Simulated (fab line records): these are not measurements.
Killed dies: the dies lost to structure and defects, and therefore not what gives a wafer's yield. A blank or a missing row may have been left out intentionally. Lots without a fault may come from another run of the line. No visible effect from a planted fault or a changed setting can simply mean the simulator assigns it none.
Chamber matching ; flow n5 finfet ; N5_BEOL_M8_ETCH_65 on rie diel-03 has 4 sister chambers
The step etches SiARC in CF4, target depth 15.6 nm, time 26 s. 4 wafers are shown with their chamber, then 7 later ones without.

## WAFERS, EACH WITH ITS CHAMBER
wafer;chamber;showerhead plenum p Torr (Torr)
L082.3;0;2.20
L086.4;1;2.15
L086.5;2;2.28
L088.4;3;2.09

## WAFERS MISSING THEIR CHAMBER
wafer;showerhead plenum p Torr (Torr)
L088.6;2.20
L092.2;2.09
L092.4;2.28
L092.6;2.19
L095.1;2.27
L095.3;2.08
L095.5;2.19

## EACH ONE'S CHAMBER
wafer;from the rows above;in truth
L088.6;0;0
L092.2;3;3
L092.4;2;2
L092.6;0;0
L095.1;2;2
L095.3;3;3
L095.5;0;0
Correct placement for 7 of the 7. Can't be placed from these rows: 0. 0 placed wrongly.
How it was worked out, from the rows above alone: a wafer's distance from a chamber is the root of the sum, over the readings, of the square of ((its reading less the chamber's mean) divided by the reading's scatter). The wafer belongs to the nearest chamber; if the next one is less than 2 further off, it can't be placed. The mean given for a chamber averages the wafers shown for that chamber. The scatter: with one shown wafer a chamber, the root of the mean of the squares of how far each hidden wafer lies from its nearest shown one.
